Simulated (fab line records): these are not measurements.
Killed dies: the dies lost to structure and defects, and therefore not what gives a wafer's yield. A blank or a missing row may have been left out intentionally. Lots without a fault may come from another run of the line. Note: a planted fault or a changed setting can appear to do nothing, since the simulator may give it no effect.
fab line records | flow nand_harc
[record] lots = 13 wafers = 39 last_day = 34
route steps=1302 shown A_CHANNEL_FILL_D1@513 A_DECK1_JOINT@528 A_ONON_D2@552 END@1302
lots that met no fault: from a run of the same line without faults
start_h: start of the lot's first displayed wafer, in hours after the record's first day | wait_h: hours from the lot's prior step to this one | " as in the row above | L1.1+2: a row that stands for several wafers | - no value, or no start was given | * or withheld: withheld | < > ~ a bound
route shown NAME@n: NAME is a module with steps in the file, n the number in the route of the first one | usual: mean and standard deviation over wafers with no fault | same: alike in all rows | chamber/n: place in a boat | sites: the reading at each site | _std_site: how widely they spread, as a standard deviation | _edge_site: outer sites' mean less inner sites' | radius_mm: how far each site lies from the wafer's centre | mask NAME#n: copy n | behind: the last tool/chamber to shape the wafer | hold: cause of the lot's hold/its duration in hours/its outcome | device: which transistor (n, p or np) failed to switch | end of line: the route-end tests of the same wafers | a step without rows: its recipe alone | killed: not the wafer's yield, but the dies lost to structure and defects at the first sort | map: a wafer's dies, marking killed ones x, the rest . and places with no die _
set.NAME: the setting that was run; set.NAME@STEP: the one run at that earlier step | model.NAME: the simulator's own value behind a step, which no gauge read
the route's steps for a sample of lots (tables are steps, rows are wafers)
services: when a tool's chamber went out of use (start_h, in hours from the record's first day, below 0 if earlier), for how many hours, and the reason
[[steps]]
[step NHARC_A_CHANNEL_FILL_D1_CMP_10]
[recipe] target_thk_nm = 150
[usual] motor_current_A = 11.9/1.1 time_to_endpoint_s = 16.2/2.6
// columns lot.wafer tool chamber start_h wait_h motor_current_A time_to_endpoint_s
L426.4 cmp-03 1 242.65 0.4 11.6 14.0
L426.3 " 2 " " 12.2 16.9
L426.1 " 3 " " 12.1 16.4
L427.4 cmp-02 3 260.13 0.4 10.6 15.8
L427.1 " 0 " " 12.3 16.1
L427.6 " 2 " " 13.6 18.9
L430.4 cmp-01 2 276.89 0.4 11.0 16.6
L430.1 " 3 " " 11.3 18.3
L430.5 " 0 " " 10.9 18.3
L428.3 cmp-01 2 277.06 0.6 10.3 14.5
L428.6 " 3 " " 11.2 18.2
L428.5 " 0 " " 10.9 15.6
L431.4 cmp-02 3 295.98 0.4 10.9 17.0
L431.2 " 0 " " 12.6 16.9
L431.6 " 2 " " 13.3 20.0
L432.3 cmp-03 1 306.43 0.4 11.5 11.9
L432.4 " 2 " " 12.7 18.3
L432.5 " 0 " " 10.8 13.7
L433.3 cmp-02 3 321.22 0.4 11.2 11.8
L433.6 " 3 " " 10.5 13.8
L433.5 " 0 " " 12.8 16.4
L434.3 cmp-01 0 321.24 0.4 11.1 11.0
L434.1 " 1 " " 15.4 7.9
L434.2 " 2 " " 10.4 11.9
L442.1 cmp-02 1 399.24 0.4 11.5 13.5
L442.4 " 3 " " 11.1 17.7
L442.6 " 0 " " 12.4 16.5
L443.4 cmp-02 3 414.52 0.4 10.7 17.9
L443.3 " 1 " " 11.0 18.3
L443.5 " 3 " " 10.7 20.8
L444.2 cmp-02 2 422.04 0.4 13.1 18.3
L444.4 " 3 " " 10.9 17.7
L444.3 " 0 " " 12.8 18.1
L447.4 cmp-01 0 455.59 0.4 11.0 16.2
L447.1 " 1 " " 13.6 15.5
L447.5 " 0 " " 11.2 17.6
L448.3 cmp-03 1 468.70 0.4 11.9 14.1
L448.1 " 0 " " 10.4 15.9
L448.5 " 2 " " 11.8 19.8
[step NHARC_A_DECK1_JOINT_THK_MEAS_14]
[recipe] thk_meas_gauge = ellipsometry
[usual] thk_nm = 51.0/1.6
// columns lot.wafer tool chamber start_h wait_h thk_nm
L426.1 film_metro-01 - 255.14 0.2 49.3
L426.3 " - " " 48.9
L426.4 " - " " 52.4
L427.1 film_metro-01 - 271.03 0.2 52.4
L427.4 " - " " 51.1
L427.6 " - " " 48.4
L430.1 film_metro-02 - 287.85 0.2 50.6
L430.4 " - " " 48.8
L430.5 " - " " 49.7
L428.3 film_metro-01 - 287.85 0.2 50.5
L428.5 " - " " 48.3
L428.6 " - " " 52.4
L431.2 film_metro-01 - 306.94 0.2 52.6
L431.4 " - " " 48.9
L431.6 " - " " 52.1
L432.3 film_metro-01 - 317.45 0.2 50.6
L432.4 " - " " 53.5
L432.5 " - " " 53.0
L433.3 film_metro-01 - 332.05 0.2 51.6
L433.5 " - " " 50.7
L433.6 " - " " 51.5
L434.1 film_metro-02 - 332.05 0.2 50.9
L434.2 " - " " 52.2
L434.3 " - " " 53.7
L442.1 film_metro-01 - 411.03 0.2 53.5
L442.4 " - " " 53.8
L442.6 " - " " 48.6
L443.3 film_metro-01 - 425.56 0.2 49.9
L443.4 " - " " 51.4
L443.5 " - " " 51.0
L444.2 film_metro-01 - 433.39 0.2 51.1
L444.3 " - " " 53.7
L444.4 " - " " 51.1
L447.1 film_metro-02 - 466.59 0.2 49.5
L447.4 " - " " 51.1
L447.5 " - " " 51.0
L448.1 film_metro-02 - 482.06 0.2 49.7
L448.3 " - " " 50.3
L448.5 " - " " 49.1
[step NHARC_A_ONON_D2_THK_MEAS_11]
[recipe] thk_meas_gauge = ellipsometry
[usual] thk_nm = 998/11
// columns lot.wafer tool chamber start_h wait_h thk_nm
L426.1 film_metro-01 - 281.73 - 1007
L426.3 " - " " 1005
L426.4 " - " " 1005
L427.1 film_metro-02 - 299.66 - 979
L427.4 " - " " 982
L427.6 " - " " 979
L430.1 film_metro-02 - 312.04 - 989
L430.4 " - " " 989
L430.5 " - " " 988
L428.3 film_metro-01 - 312.53 - 996
L428.5 " - " " 996
L428.6 " - " " 996
L431.2 film_metro-01 - 332.15 - 1010
L431.4 " - " " 1012
L431.6 " - " " 1010
L432.3 film_metro-02 - 343.17 - 984
L432.4 " - " " 983
L432.5 " - " " 983
L433.3 film_metro-02 - 356.12 - 995
L433.5 " - " " 996
L433.6 " - " " 994
L434.1 film_metro-01 - 356.32 - 1005
L434.2 " - " " 1005
L434.3 " - " " 1005
L442.1 film_metro-02 - 436.80 - 1001
L442.4 " - " " 1002
L442.6 " - " " 1001
L443.3 film_metro-02 - 452.54 - 1016
L443.4 " - " " 1017
L443.5 " - " " 1016
L444.2 film_metro-01 - 458.97 - 994
L444.3 " - " " 996
L444.4 " - " " 994
L447.1 film_metro-02 - 492.21 - 986
L447.4 " - " " 985
L447.5 " - " " 986
L448.1 film_metro-02 - 515.55 - 991
L448.3 " - " " 992
L448.5 " - " " 990
[step NHARC_A_ONON_D2_DEP_22]
[recipe] target_thk_a = 10000 n2_flow_sccm = 2750 n2o_flow_sccm = 2000 nh3_flow_sccm = 500 sih4_flow_sccm = 210 temp_c = 400
[usual] nh3_flow_sccm = 499.8/1.5
// columns lot.wafer tool chamber start_h wait_h nh3_flow_sccm
L426.1 pecvd_onon-01 0 290.32 0.1 496.3
L426.3 " 0 " " 498.8
L426.4 " 0 " " 500.5
L427.1 pecvd_onon-02 0 312.57 0.2 501.2
L427.4 " 0 " " 500.9
L427.6 " 0 " " 498.1
L430.1 pecvd_onon-02 0 321.65 0.2 500.6
L430.4 " 0 " " 497.8
L430.5 " 0 " " 499.9
L428.3 pecvd_onon-01 0 321.98 0.2 499.7
L428.5 " 0 " " 500.8
L428.6 " 0 " " 501.9
L431.2 pecvd_onon-01 0 341.05 0.1 502.2
L431.4 " 0 " " 500.3
L431.6 " 0 " " 502.0
L432.3 pecvd_onon-01 0 353.96 0.2 503.3
L432.4 " 0 " " 500.2
L432.5 " 0 " " 502.2
L434.1 pecvd_onon-02 0 365.52 0.1 498.1
L434.2 " 0 " " 499.4
L434.3 " 0 " " 497.6
L433.3 pecvd_onon-04 0 365.63 0.2 500.2
L433.5 " 0 " " 499.1
L433.6 " 0 " " 499.1
L442.1 pecvd_onon-02 0 448.01 0.1 498.0
L442.4 " 0 " " 499.5
L442.6 " 0 " " 498.5
L443.3 pecvd_onon-02 0 461.65 0.2 498.7
L443.4 " 0 " " 499.0
L443.5 " 0 " " 496.0
L444.2 pecvd_onon-01 0 467.59 0.1 501.8
L444.3 " 0 " " 500.3
L444.4 " 0 " " 500.3
L447.1 pecvd_onon-01 0 501.58 0.2 499.5
L447.4 " 0 " " 500.6
L447.5 " 0 " " 499.8
L448.1 pecvd_onon-04 0 525.40 0.1 499.8
L448.3 " 0 " " 500.6
L448.5 " 0 " " 498.5
[step NHARC_A_ONON_D2_THK_MEAS_24]
[recipe] thk_meas_gauge = ellipsometry
[usual] thk_nm = 1001/8
// columns lot.wafer tool chamber start_h wait_h thk_nm
L426.1 film_metro-01 - 290.83 - 1013
L426.3 " - " " 1014
L426.4 " - " " 1013
L427.1 film_metro-01 - 313.08 - 1005
L427.4 " - " " 1003
L427.6 " - " " 1004
L430.1 film_metro-02 - 322.16 - 1010
L430.4 " - " " 1009
L430.5 " - " " 1010
L428.3 film_metro-01 - 322.37 - 1000
L428.5 " - " " 1000
L428.6 " - " " 1001
L431.2 film_metro-01 - 341.51 - 1008
L431.4 " - " " 1007
L431.6 " - " " 1007
L432.3 film_metro-02 - 354.36 - 1009
L432.4 " - " " 1008
L432.5 " - " " 1009
L433.3 film_metro-02 - 366.02 - 996
L433.5 " - " " 993
L433.6 " - " " 995
L434.1 film_metro-01 - 366.03 - 987
L434.2 " - " " 988
L434.3 " - " " 987
L442.1 film_metro-01 - 448.52 - 1629
L442.4 " - " " 1628
L442.6 " - " " 1627
L443.3 film_metro-02 - 462.05 - 1609
L443.4 " - " " 1610
L443.5 " - " " 1611
L444.2 film_metro-01 - 468.06 - 992
L444.3 " - " " 994
L444.4 " - " " 995
L447.1 film_metro-01 - 502.09 - 994
L447.4 " - " " 995
L447.5 " - " " 994
L448.1 film_metro-02 - 525.92 - 997
L448.3 " - " " 995
L448.5 " - " " 996
[step NHARC_END_SORT_01]
[recipe] temp_c = 25
[usual] killed_at_array = 56/19 killed_at_other = 1.0/1.3 killed_at_periphery = 3.8/2.2 killed_dies = 61/19 killed_open = 3.1/1.9 killed_short = 2.3/1.5
[same] gross_dies = 677
// columns lot.wafer tool chamber start_h wait_h killed_at_array killed_at_other killed_at_periphery killed_dies killed_open killed_short
L442.1 prober-01 0 740.40 2.5 674 0 3 677 2 4
L442.4 prober-01 0 742.81 3.4 671 0 6 677 7 1
L442.6 prober-01 0 744.41 4.0 671 0 6 677 6 1
L443.3 prober-02 0 744.45 3.1 674 1 2 677 4 0
L443.4 prober-02 0 745.26 3.4 675 0 2 677 1 0
L443.5 prober-02 0 746.06 3.7 677 0 0 677 4 2
// killed by level:class
L442.1 A_ONON_D2:area_dep=625 A_CHANNEL_HOLE_D2:chamber_film_flake=20 A_CHANNEL_HOLE_D1:chamber_film_flake=10 A_STAIRCASE:chamber_film_flake=6 A_SLIT:chamber_film_flake=5 A_WL_FILL:geometric_particle:short=2 P_ZERO_WELL:chamber_film_flake=2 A_CONTACT:chamber_film_flake=2
L442.4 A_ONON_D2:area_dep=614 A_CHANNEL_HOLE_D2:chamber_film_flake=23 A_STAIRCASE:chamber_film_flake=8 A_SLIT:chamber_film_flake=7 A_CHANNEL_HOLE_D1:chamber_film_flake=6 P_M0:geometric_particle:open=4 A_SGD_CUT:chamber_film_flake=4 A_CONTACT:chamber_film_flake=3
L442.6 A_ONON_D2:area_dep=604 A_CHANNEL_HOLE_D2:chamber_film_flake=26 A_STAIRCASE:chamber_film_flake=10 A_CHANNEL_HOLE_D1:chamber_film_flake=8 A_SLIT:chamber_film_flake=8 P_ZERO_WELL:chamber_film_flake=6 A_CONTACT:chamber_film_flake=6 A_M0:geometric_particle:open=2
L443.3 A_ONON_D2:area_dep=644 A_CHANNEL_HOLE_D1:chamber_film_flake=17 A_SLIT:chamber_film_flake=3 A_CHANNEL_HOLE_D2:chamber_film_flake=2 A_STAIRCASE:chamber_film_flake=2 P_M0:geometric_particle:open=1 A_ONON_D1:geometric_particle:open=1 A_CHANNEL_FILL_D2:geometric_particle:open=1
L443.4 A_ONON_D2:area_dep=643 A_CHANNEL_HOLE_D1:chamber_film_flake=13 A_SLIT:chamber_film_flake=8 A_STAIRCASE:chamber_film_flake=4 A_ZERO_WELL:chamber_film_flake=2 A_CONTACT:chamber_film_flake=2 A_CHANNEL_FILL_D2:geometric_particle:open=1 P_GATE:chamber_film_flake=1
L443.5 A_ONON_D2:area_dep=640 A_CHANNEL_HOLE_D1:chamber_film_flake=12 A_STAIRCASE:chamber_film_flake=6 A_CHANNEL_HOLE_D2:chamber_film_flake=5 A_WL_FILL:chamber_film_flake=4 A_M0:geometric_particle:open=2 A_SLIT:chamber_film_flake=2 A_CHANNEL_FILL_D2:geometric_particle:short=1
[[services]]
// columns tool chamber start_h hours kind
cmp-02 - 232.63 4.0 pm
cmp-02 - 241.54 1.5 repair
cmp-01 - 245.67 2.4 repair
pecvd_onon-01 - 269.08 13.0 pm
cmp-03 - 274.83 2.9 repair
cmp-01 - 283.56 4.0 pm
cmp-01 - 288.20 1.0 repair
cmp-03 - 296.07 4.0 pm
cmp-02 - 318.06 2.7 repair
cmp-02 - 330.63 4.0 pm
cmp-01 - 346.94 4.4 repair
pecvd_onon-02 - 366.09 13.0 pm
cmp-02 - 368.37 0.6 repair
cmp-01 - 381.56 4.0 pm
cmp-01 - 385.67 35.2 repair
cmp-03 - 394.07 4.0 pm
cmp-02 - 424.27 2.7 repair
cmp-02 - 428.63 4.0 pm
pecvd_onon-01 - 450.08 13.0 pm
cmp-02 - 451.87 6.1 repair
cmp-01 - 457.19 2.1 repair
cmp-01 - 479.56 4.0 pm
cmp-03 - 492.13 4.0 pm
cmp-01 - 524.49 0.8 repair
[[key]]
[first_sign] step = NHARC_A_ONON_D2_THK_MEAS_24 reading = thk_nm direction = up sigmas = 77 usual = 1001 struck = 1619
[effect] step = NHARC_END_SORT_01 reading = killed_at_array direction = up sigmas = 33 usual = 56 struck = 674
[more_kills_born_at] NHARC_A_ONON_D2_DEP_22@pecvd_onon-02 = 3770
met_at NHARC_A_ONON_D2_DEP_22
struck_lots L442,L443
struck_wafers L442.1,L442.4,L442.6,L443.3,L443.4,L443.5
later_rows_left_out L442.1,L442.4,L442.6,L443.3,L443.4,L443.5
tester_left_out L442,L443
not_acting_at NHARC_A_CHANNEL_FILL_D1_CMP_10,NHARC_A_DECK1_JOINT_THK_MEAS_14,NHARC_A_ONON_D2_THK_MEAS_11
onset_between 365.52 448.01
[fault] kind = process_parameter_drift tool = pecvd_onon-02 chamber = 0 onset_h = 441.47 steps = NHARC_A_ONON_D2_DEP_22 channel = target_thk_a offset = * shape = step end_h = 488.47 acts_in = * stated = *
// tester_left_out: of these lots the tester's yield and bins aren't shown, on N5 and GAA mostly nor the transistor test; their killed dies are dies lost to structure and defects alone, not to doping, threshold or leakage, so they don't give the yield
// later_rows_left_out: the simulator's readings of these wafers behind a module that went badly wrong aren't trusted and aren't shown, but for the sort
